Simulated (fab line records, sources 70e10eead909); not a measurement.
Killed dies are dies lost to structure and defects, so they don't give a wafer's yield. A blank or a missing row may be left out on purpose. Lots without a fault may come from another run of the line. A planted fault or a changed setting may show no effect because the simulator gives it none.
fab line records | flow nand_harc | part 1 of 2: steps 1 to 29 of 43
record lots=5 wafers=15 last_day=31
route steps=1302 shown A_CHANNEL_FILL_D1@517 A_DECK1_JOINT@518 A_ONON_D2@545
lots that met no fault: from a run of the same line without faults
start_h: hours from the record's first day to the start of the lot's first wafer shown | wait_h: hours since the lot's step before | " the same as in the row above | L1.1+2: a row that stands for several wafers | - no value, or no start given | * or withheld: withheld | < > ~ a bound
route shown NAME@n: a module of which the file shows steps, and the number in the route of the first | usual: mean/standard deviation of fault-free wafers | same: alike in all rows | chamber/n: place in a boat | sites: the reading at each site | _std_site: their standard deviation | _edge_site: outer sites' mean less inner sites' | radius_mm: how far each site lies from the wafer's centre | mask NAME#n: copy n | behind: the tool/chamber that last shaped the wafer | hold: why the lot was held/for how many hours/how that ended | device: the transistor (n, p or np) that didn't switch | end of line: the same wafers' tests at the end of the route | a step without rows: its recipe alone | killed: dies lost to structure and defects at the first sort, not the wafer's yield | map: a wafer's dies, x killed, . not, _ none there
set.NAME: the setting as run; set.NAME@STEP: as run at that earlier step | model.NAME: the simulator's own value behind a step, which no gauge read
lots at some steps of the route; a table a step, a row a wafer
services: from which hour (start_h, from the record's first day; less than 0 if before it) a tool's chamber was out of use, for how many hours, and why
## steps
# step NHARC_A_CHANNEL_FILL_D1_INSPECT_13
# usual raw_defect_count=312/110
# columns lot.wafer tool chamber start_h wait_h raw_defect_count
L082.1 defect_inspect-01 - 316.20 0.0 177
L082.2 " - " " 240
L082.3 " - " " 243
L083.1 defect_inspect-01 - 324.10 0.0 314
L083.2 " - " " 240
L083.4 " - " " 219
L087.2 defect_inspect-02 - 384.06 0.0 383
L087.4 " - " " 448
L087.6 " - " " 375
L089.1 defect_inspect-01 - 392.33 0.0 531
L089.5 " - " " 417
L089.6 " - " " 385
L092.3 defect_inspect-02 - 424.73 0.0 249
L092.5 " - " " 305
L092.6 " - " " 345
# step NHARC_A_DECK1_JOINT_ETCHBACK_07
# recipe target_depth_a=1050 time_s=26.9 hbr_flow_sccm=150 rf_w=350 icp_w=350 bias_w=60 chemistry=HBr
# usual drypump_motor_current_A=5.8/0.47 oes_product_au=1.001/0.012 throttle_valve_pct=23.266/0.0094
# columns lot.wafer tool chamber start_h wait_h drypump_motor_current_A oes_product_au rf_hours_counter_h throttle_valve_pct
L082.3 rie_si-05 2 316.26 0.1 6.2 1.008 0 23.265
L082.2 " 3 " " 5.7 1.009 0 23.252
L082.1 " 0 " " 5.7 0.994 0 23.280
L083.1 rie_si-02 2 324.16 0.1 6.4 1.001 0.2 23.279
L083.4 " 0 " " 6.4 0.997 0.3 23.263
L083.2 " 1 " " 5.8 0.994 0.2 23.258
L087.4 rie_si-02 0 384.12 0.1 6.4 0.986 0.6 23.261
L087.2 " 3 " " 6.2 1.006 0.6 23.282
L087.6 " 1 " " 5.8 0.985 - 23.253
L089.1 rie_si-01 2 392.39 0.1 5.1 1.018 0.0 23.268
L089.6 " 2 " " 5.1 1.009 - 23.275
L089.5 " 3 " " 5.8 0.989 - 23.265
L092.3 rie_si-01 2 424.82 0.1 5.1 1.013 0.3 23.258
L092.5 " 0 " " 4.8 1.002 - 23.290
L092.6 " 1 " " 5.5 0.991 - 23.272
# step NHARC_A_DECK1_JOINT_ETCH_25
# recipe target_depth_a=5 chemistry=dHF material=SiO2
# columns lot.wafer tool chamber start_h wait_h
L082.2+3+1 wet_bench-06 6,7,2 316.41 0.1
L083.1+4+2 wet_bench-09 1,5,6 324.30 0.1
L087.2+6+4 wet_bench-06 2,5,6 384.27 0.1
L089.6+5+1 wet_bench-06 0,2,3 392.53 0.1
L092.6+5+3 wet_bench-09 2,3,4 424.94 0.1
# step NHARC_A_DECK1_JOINT_ETCH_19
# recipe temp_c=25 target_depth_a=30 chemistry=TMAH material=poly-Si
# columns lot.wafer tool chamber start_h wait_h
L082.2+3+1 wet_bench-06 6,7,2 316.45 0.0
L083.1+4+2 wet_bench-09 1,5,6 324.34 0.0
L087.2+6+4 wet_bench-06 2,5,6 384.31 0.0
L089.6+5+1 wet_bench-06 0,2,3 392.57 0.0
L092.6+5+3 wet_bench-09 2,3,4 424.98 0.0
# step NHARC_A_DECK1_JOINT_ETCH_18
# recipe target_depth_a=30 chemistry=dHF material=SiO2
# columns lot.wafer tool chamber start_h wait_h
L082.2+3+1 wet_bench-06 6,7,2 - -
L083.1+4+2 wet_bench-09 1,5,6 - -
L087.2+6+4 wet_bench-06 2,5,6 - -
L089.6+5+1 wet_bench-06 0,2,3 - -
L092.6+5+3 wet_bench-09 2,3,4 - -
# step NHARC_A_DECK1_JOINT_WET_08
# recipe temp_c=160 time_s=86 chemistry=H3PO4
# columns lot.wafer tool chamber start_h wait_h
L082.1+2+3 wet_h3po4-01 0 318.25 -
L083.1+2+4 wet_h3po4-02 1 326.14 -
L087.2+4+6 wet_h3po4-01 0 386.10 -
L089.1+5+6 wet_h3po4-02 0 394.38 -
L092.3+5+6 wet_h3po4-01 1 427.05 -
# step NHARC_A_DECK1_JOINT_ETCH_09
# recipe target_depth_a=50 chemistry=dHF material=SiO2
# columns lot.wafer tool chamber start_h wait_h
L082.1+2+3 wet_bench-04 2,3,5 318.80 0.0
L083.1+4+2 wet_bench-09 6,7,2 326.69 0.0
L087.4+6+2 wet_bench-04 4,5,0 386.66 0.0
L089.1+5+6 wet_bench-09 0,4,5 394.91 0.0
L092.6+3+5 wet_bench-06 7,0,2 427.62 0.0
# step NHARC_A_DECK1_JOINT_WET_10
# recipe temp_c=160 time_s=86 chemistry=H3PO4
# columns lot.wafer tool chamber start_h wait_h
L082.1+2+3 wet_h3po4-01 1 320.48 1.7
L083.1+2+4 wet_h3po4-01 1 328.40 1.7
L087.2+4+6 wet_h3po4-01 0 388.35 1.7
L089.1+5+6 wet_h3po4-02 1 396.61 1.7
L092.3+5+6 wet_h3po4-02 0 432.76 5.1
# step NHARC_A_DECK1_JOINT_ETCH_11
# recipe target_depth_a=350 chemistry=dHF material=SiO2
# columns lot.wafer tool chamber start_h wait_h
L082.3+2+1 wet_bench-04 6,1,3 321.03 0.0
L083.2+4+1 wet_bench-04 1,2,3 328.97 0.0
L087.2+6+4 wet_bench-04 3,6,7 388.92 0.0
L089.5+6+1 wet_bench-09 7,0,1 397.23 0.1
L092.6+3+5 wet_bench-04 1,2,4 433.35 0.1
# step NHARC_A_DECK1_JOINT_CVD_12
# recipe target_thk_a=900 temp_c=620 pressure_mtorr=200 time_s=1800 material=poly-Si
# usual zone_power_lower_pct=9.3/0.54 zone_power_top_pct=20/4.8
# columns lot.wafer tool chamber start_h wait_h zone_power_lower_pct zone_power_top_pct
L082.1 lpcvd_poly-04 0 323.71 2.5 8.9 27
L082.2 " 0 " " 8.8 26
L082.3 " 0 " " 8.8 27
L083.1 lpcvd_poly-04 0 331.62 2.6 8.9 27
L083.2 " 0 " " 8.7 27
L083.4 " 0 " " 8.9 26
L087.2 lpcvd_poly-04 0 391.57 2.6 8.8 26
L087.4 " 0 " " 8.8 26
L087.6 " 0 " " 8.8 26
L089.1 lpcvd_poly-04 0 399.84 2.5 8.9 26
L089.5 " 0 " " 8.7 26
L089.6 " 0 " " 8.8 26
L092.3 lpcvd_poly-02 0 435.96 2.6 10.3 19
L092.5 " 0 " " 10.2 19
L092.6 " 0 " " 10.3 18
# step NHARC_A_DECK1_JOINT_CMP_13
# recipe target_thk_nm=51.023
# usual motor_current_A=11.4/0.93 time_to_endpoint_s=7.7/3
# columns lot.wafer tool chamber start_h wait_h motor_current_A time_to_endpoint_s
L082.2 cmp-03 1 326.58 0.4 11.8 4.1
L082.3 " 2 " " 10.7 9.3
L082.1 " 3 " " 10.9 7.3
L083.2 cmp-04 2 334.49 0.4 11.1 10.2
L083.4 " 3 " " 12.0 3.5
L083.1 " 0 " " 8.5 8.2
L087.4 cmp-02 3 394.41 0.4 11.0 10.5
L087.2 " 2 " " 11.2 5.8
L087.6 " 3 " " 11.5 12.9
L089.1 cmp-03 3 402.73 0.4 11.1 8.4
L089.5 " 3 " " 10.7 9.5
L089.6 " 0 " " 11.4 5.5
L092.3 cmp-02 0 438.87 0.4 13.1 8.2
L092.5 " 1 " " 12.2 12.0
L092.6 " 2 " " 11.6 10.5
# step NHARC_A_DECK1_JOINT_THK_MEAS_14
# recipe thk_meas_gauge=ellipsometry
# usual thk_nm=50.8/1.7
# columns lot.wafer tool chamber start_h wait_h thk_nm
L082.1 film_metro-02 - 326.81 0.2 53.3
L082.2 " - " " 49.4
L082.3 " - " " 51.6
L083.1 film_metro-01 - 334.72 0.2 50.6
L083.2 " - " " 48.8
L083.4 " - " " 48.1
L087.2 film_metro-02 - 394.67 0.2 49.8
L087.4 " - " " 53.4
L087.6 " - " " 53.0
L089.1 film_metro-02 - 402.98 0.2 50.6
L089.5 " - " " 51.5
L089.6 " - " " 50.3
L092.3 film_metro-01 - 439.05 0.2 49.8
L092.5 " - " " 54.0
L092.6 " - " " 49.3
# step NHARC_A_DECK1_JOINT_SRD_04
# columns lot.wafer tool chamber start_h wait_h
L082.2+3+1 wet_bench-04 2,3,6 326.85 0.0
L083.4+1+2 wet_bench-09 6,0,2 334.76 0.0
L087.2+6+4 wet_bench-04 5,7,2 394.71 0.0
L089.5+1+6 wet_bench-06 6,1,2 403.03 0.0
L092.3+6+5 wet_bench-04 0,2,3 439.10 0.0
# step NHARC_A_DECK1_JOINT_ETCHBACK_00
# recipe target_depth_a=300 time_s=17.4 hbr_flow_sccm=150 rf_w=350 icp_w=350 bias_w=60 chemistry=HBr
# usual drypump_motor_current_A=5.8/0.45 oes_product_au=1.003/0.012 throttle_valve_pct=23.267/0.0092
# columns lot.wafer tool chamber start_h wait_h drypump_motor_current_A oes_product_au rf_hours_counter_h throttle_valve_pct
L082.1 rie_si-02 0 326.93 0.1 6.4 1.000 0.3 23.267
L082.3 " 1 " " 5.8 0.995 0.3 23.252
L082.2 " 2 " " 6.3 1.003 0.3 23.264
L083.4 rie_si-02 2 334.84 0.1 6.4 1.010 0.3 23.265
L083.1 " 3 " " 6.2 1.002 0.3 23.268
L083.2 " 0 " " 6.4 0.997 0.3 23.263
L087.4 rie_si-01 2 394.80 0.1 5.1 1.007 0.1 23.267
L087.2 " 0 " " 4.8 0.996 0.0 23.270
L087.6 " 3 " " 5.8 0.986 - 23.250
L089.1 rie_si-05 1 403.12 0.1 5.9 1.005 0.6 23.285
L089.6 " 0 " " 5.6 0.997 - 23.252
L089.5 " 1 " " 5.9 1.002 - 23.268
L092.3 rie_si-05 3 439.19 0.1 5.7 1.009 0.8 23.262
L092.6 " 2 " " 6.2 0.997 - 23.258
L092.5 " 3 " " 5.7 1.008 - 23.271
# step NHARC_A_DECK1_JOINT_PRECLEAN_30
# recipe time_s=* temp_c=50 bath_age_min=0 chemistry=SC1
# usual nh4oh_flow_mL_min=28.31/0.1 sc1_h2o2_end_mol_l=0.3697/0.00064
# columns lot.wafer tool chamber start_h wait_h nh4oh_flow_mL_min sc1_h2o2_end_mol_l
L082.2 wet_bench-09 2 327.09 0.1 28.34 0.3697
L082.3 " 3 " " 28.29 0.3691
L082.1 " 5 " " 28.41 0.3694
L083.1 wet_bench-06 1 334.99 0.1 28.22 0.3693
L083.2 " 2 " " 28.28 0.3697
L083.4 " 6 " " 28.42 0.3697
L087.6 wet_bench-06 4 394.95 0.1 28.25 0.3705
L087.2 " 5 " " 28.49 0.3697
L087.4 " 7 " " 28.47 0.3704
L089.5 wet_bench-06 0 403.25 0.1 28.28 0.3698
L089.1 " 2 " " 28.45 0.3702
L089.6 " 5 " " 28.11 0.3699
L092.5 wet_bench-06 1 439.32 0.1 28.30 0.3704
L092.6 " 3 " " 28.34 0.3698
L092.3 " 6 " " 28.28 0.3701
# step NHARC_A_DECK1_JOINT_SRD_31
# columns lot.wafer tool chamber start_h wait_h
L082.2+3+1 wet_bench-09 2,3,5 - -
L083.1+2+4 wet_bench-06 1,2,6 - -
L087.6+2+4 wet_bench-06 4,5,7 - -
L089.5+1+6 wet_bench-06 0,2,5 - -
L092.5+6+3 wet_bench-06 1,3,6 - -
# step NHARC_A_DECK1_JOINT_CVD_34
# recipe target_thk_a=200 temp_c=700 pressure_mtorr=300 material=SiNx
# usual zone_power_lower_pct=10.8/1.3 zone_power_top_pct=22.0/2
# columns lot.wafer tool chamber start_h wait_h zone_power_lower_pct zone_power_top_pct
L082.1 lpcvd-01 1 330.32 - 9.1 22.0
L082.2 " 1 " " 9.3 22.1
L082.3 " 1 " " 9.3 22.5
L083.1 lpcvd-01 1 338.23 - 9.2 22.1
L083.2 " 1 " " 9.2 22.6
L083.4 " 1 " " 9.2 22.1
L087.2 lpcvd-01 1 398.19 - 9.2 22.2
L087.4 " 1 " " 9.3 22.3
L087.6 " 1 " " 9.2 22.3
L089.1 lpcvd-01 1 407.58 - 9.2 22.2
L089.5 " 1 " " 9.2 22.1
L089.6 " 1 " " 9.2 22.4
L092.3 lpcvd-02 0 442.57 - 12.3 20.4
L092.5 " 0 " " 12.5 20.1
L092.6 " 0 " " 12.3 20.0
# step NHARC_A_DECK1_JOINT_DEP_06
# recipe target_thk_a=800 temp_c=65 material=SiOx
# columns lot.wafer tool chamber start_h wait_h
L082.1+2+3 fcvd-01 1,0,0 333.54 0.4
L083.2+1+4 fcvd-02 1,0,1 341.44 0.4
L087.2+4+6 fcvd-02 0 401.43 0.4
L089.1+6+5 fcvd-01 1,0,1 410.82 0.4
L092.3+6+5 fcvd-02 0,1,0 445.88 0.5
# step NHARC_A_DECK1_JOINT_CURE_26
# recipe temp_c=150 time_s=32 pressure_atm=0.395
# usual pressure_atm=0.3950/0.00089
# columns lot.wafer tool chamber start_h wait_h pressure_atm
L082.1 fcvd-01 1 333.72 0.1 0.3957
L082.2 " 0 " " 0.3950
L082.3 " 0 " " 0.3959
L083.2 fcvd-02 1 341.62 0.1 0.3958
L083.1 " 0 " " 0.3942
L083.4 " 1 " " 0.3946
L087.2 fcvd-02 0 401.59 0.1 0.3954
L087.4 " 0 " " 0.3951
L087.6 " 0 " " 0.3963
L089.1 fcvd-01 1 410.98 0.1 0.3959
L089.6 " 0 " " 0.3969
L089.5 " 1 " " 0.3960
L092.3 fcvd-02 0 446.01 0.1 0.3957
L092.6 " 1 " " 0.3959
L092.5 " 0 " " 0.3953
# step NHARC_A_DECK1_JOINT_ANNEAL_27
# recipe temp_c=400 time_s=3600 idle_temp_c=300 ramp_up_c_per_min=10 densification_p_h2o_torr=640
# usual zone_power_lower_pct=3.90/0.21 zone_power_top_pct=10.8/1.7
# columns lot.wafer tool chamber start_h wait_h zone_power_lower_pct zone_power_top_pct
L082.1 furnace-06 0 336.81 3.1 4.26 13.8
L082.2 " 0 " " 4.24 13.6
L082.3 " 0 " " 4.16 13.4
L083.1 furnace-07 0 344.90 3.3 4.28 12.1
L083.2 " 0 " " 4.24 11.8
L083.4 " 0 " " 4.33 12.0
L087.2 furnace-08 0 404.30 2.7 3.75 9.8
L087.4 " 0 " " 3.76 9.6
L087.6 " 0 " " 3.72 9.6
L089.1 furnace-08 0 413.70 2.7 3.78 9.6
L089.5 " 0 " " 3.79 9.7
L089.6 " 0 " " 3.79 9.7
L092.3 furnace-08 0 448.69 2.7 3.78 9.8
L092.5 " 0 " " 3.71 9.8
L092.6 " 0 " " 3.76 9.7
# step NHARC_A_DECK1_JOINT_ANNEAL_28
# recipe temp_c=500 time_s=1800 idle_temp_c=400 ramp_up_c_per_min=10 densification_p_h2o_torr=640
# usual zone_power_lower_pct=5.43/0.29 zone_power_top_pct=14.3/2.2
# columns lot.wafer tool chamber start_h wait_h zone_power_lower_pct zone_power_top_pct
L082.1 furnace-06 0 344.88 6.3 5.79 17.9
L082.2 " 0 " " 5.94 17.9
L082.3 " 0 " " 5.88 18.1
L083.1 furnace-07 0 352.46 5.8 5.81 15.9
L083.2 " 0 " " 5.99 15.8
L083.4 " 0 " " 5.98 15.8
L087.2 furnace-08 0 412.77 6.7 5.29 13.0
L087.4 " 0 " " 5.15 12.9
L087.6 " 0 " " 5.17 12.9
L089.1 furnace-08 0 418.29 2.9 5.27 12.7
L089.5 " 0 " " 5.27 12.9
L089.6 " 0 " " 5.25 12.9
L092.3 furnace-08 0 453.93 3.5 5.31 13.0
L092.5 " 0 " " 5.20 12.9
L092.6 " 0 " " 5.24 12.8
# step NHARC_A_DECK1_JOINT_ANNEAL_29
# recipe temp_c=750 time_s=1800 idle_temp_c=500 ramp_up_c_per_min=10 ramp_down_c_per_min=3
# usual zone_power_lower_pct=11.0/0.59 zone_power_top_pct=25/3.9
# columns lot.wafer tool chamber start_h wait_h zone_power_lower_pct zone_power_top_pct
L082.1 furnace-06 0 349.43 3.9 11.7 32
L082.2 " 0 " " 12.0 31
L082.3 " 0 " " 11.7 32
L083.1 furnace-07 0 357.49 4.4 12.1 27
L083.2 " 0 " " 12.0 28
L083.4 " 0 " " 12.2 28
L087.2 furnace-08 0 416.00 2.6 10.5 22
L087.4 " 0 " " 10.5 22
L087.6 " 0 " " 10.6 22
L089.1 furnace-08 0 422.53 3.6 10.8 23
L089.5 " 0 " " 10.5 22
L089.6 " 0 " " 10.8 23
L092.3 furnace-08 0 457.18 2.6 10.6 23
L092.5 " 0 " " 10.5 23
L092.6 " 0 " " 10.7 23
# step NHARC_A_DECK1_JOINT_CMP_02
# recipe material=SiOx
# usual motor_current_A=11.5/0.9
# columns lot.wafer tool chamber start_h wait_h motor_current_A
L082.1 cmp-02 3 352.11 0.4 10.8
L082.2 " 0 " " 12.2
L082.3 " 1 " " 12.1
L083.2 cmp-02 3 360.18 0.4 10.9
L083.1 " 0 " " 12.2
L083.4 " 1 " " 12.3
L087.2 cmp-03 0 418.71 0.4 11.8
L087.4 " 1 " " 12.0
L087.6 " 2 " " 11.3
L089.1 cmp-02 2 425.27 0.4 11.6
L089.5 " 0 " " 12.7
L089.6 " 1 " " 12.3
L092.3 cmp-02 0 459.89 0.4 12.5
L092.5 " 2 " " 11.6
L092.6 " 3 " " 11.0
# step NHARC_A_DECK1_JOINT_SRD_15
# columns lot.wafer tool chamber start_h wait_h
L082.3+1+2 wet_bench-06 7,1,2 352.41 0.0
L083.4+1+2 wet_bench-04 2,3,4 360.45 0.0
L087.6+2+4 wet_bench-04 6,1,3 418.95 0.0
L089.5+6+1 wet_bench-04 4,6,0 425.52 0.0
L092.5+3+6 wet_bench-04 2,3,4 460.14 0.0
# step NHARC_A_DECK1_JOINT_DEP_16
# recipe target_thk_a=450 temp_c=400 pressure_torr=6.5 rf_w=900 teos_flow_sccm=161.4 flow_sccm=2650 target_thk_nm=45 gas=O2 material=SiO2
# usual heater_power_w=615/98 throttle_valve_pct=16.0/0.33
# columns lot.wafer tool chamber start_h wait_h heater_power_w throttle_valve_pct
L082.2 pecvd-04 1 352.50 0.1 520 15.9
L082.1 " 2 " " 605 15.9
L082.3 " 0 " " 797 16.3
L083.2 pecvd-01 0 360.58 0.1 654 15.7
L083.1 " 1 " " 592 16.0
L083.4 " 2 " " 760 16.8
L087.2 pecvd-04 0 419.05 0.1 775 16.3
L087.6 " 0 " " 756 16.3
L087.4 " 1 " " 523 16.2
L089.1 pecvd-03 1 425.67 0.1 456 15.5
L089.6 " 2 " " 542 15.8
L089.5 " 0 " " 692 15.5
L092.3 pecvd-01 1 460.26 0.1 569 16.2
L092.5 " 1 " " 604 16.1
L092.6 " 2 " " 689 16.8
# step NHARC_A_DECK1_JOINT_THK_MEAS_17
# recipe thk_meas_gauge=ellipsometry
# usual thk_nm=45.0/1.2
# columns lot.wafer tool chamber start_h wait_h thk_nm
L082.1 film_metro-01 - 352.77 0.2 44.9
L082.2 " - " " 42.6
L082.3 " - " " 44.9
L083.1 film_metro-02 - 360.84 0.2 44.1
L083.2 " - " " 44.9
L083.4 " - " " 45.3
L087.2 film_metro-01 - 419.33 0.3 46.4
L087.4 " - " " 44.9
L087.6 " - " " 43.2
L089.1 film_metro-01 - 425.89 0.2 44.1
L089.5 " - " " 46.3
L089.6 " - " " 43.6
L092.3 film_metro-02 - 460.51 0.2 46.9
L092.5 " - " " 44.5
L092.6 " - " " 44.8
# step NHARC_A_DECK1_JOINT_INSPECT_05
# usual raw_defect_count=364/150
# columns lot.wafer tool chamber start_h wait_h raw_defect_count
L082.1 defect_inspect-01 - 352.81 0.0 287
L082.2 " - " " 167
L082.3 " - " " 160
L083.1 defect_inspect-02 - 360.87 0.0 347
L083.2 " - " " 450
L083.4 " - " " 332
L087.2 defect_inspect-01 - 419.36 0.0 303
L087.4 " - " " 271
L087.6 " - " " 635
L089.1 defect_inspect-02 - 425.92 0.0 525
L089.5 " - " " 257
L089.6 " - " " 342
L092.3 defect_inspect-02 - 460.54 0.0 310
L092.5 " - " " 328
L092.6 " - " " 334
# step NHARC_A_ONON_D2_DEP_00
# recipe target_thk_a=10000 n2_flow_sccm=2750 n2o_flow_sccm=2000 nh3_flow_sccm=500 sih4_flow_sccm=210 temp_c=400
# columns lot.wafer tool chamber start_h wait_h
L082.1+2+3 pecvd_onon-04 0 352.88 0.1
L083.1+2+4 pecvd_onon-04 0 360.94 0.1
L087.2+4+6 pecvd_onon-02 0 419.51 0.1
L089.1+5+6 pecvd_onon-04 0 425.99 0.1
L092.3+5+6 pecvd_onon-04 0 460.72 0.2
# step NHARC_A_ONON_D2_THK_MEAS_02
# recipe thk_meas_gauge=ellipsometry
# usual thk_nm=1001/10
# columns lot.wafer tool chamber start_h wait_h thk_nm
L082.1 film_metro-01 - 353.39 - 1011
L082.2 " - " " 1011
L082.3 " - " " 1010
L083.1 film_metro-02 - 361.45 - 1006
L083.2 " - " " 1006
L083.4 " - " " 1005
L087.2 film_metro-02 - 419.96 - 992
L087.4 " - " " 991
L087.6 " - " " 989
L089.1 film_metro-01 - 426.50 - 980
L089.5 " - " " 980
L089.6 " - " " 979
L092.3 film_metro-02 - 461.12 - 1010
L092.5 " - " " 1009
L092.6 " - " " 1011
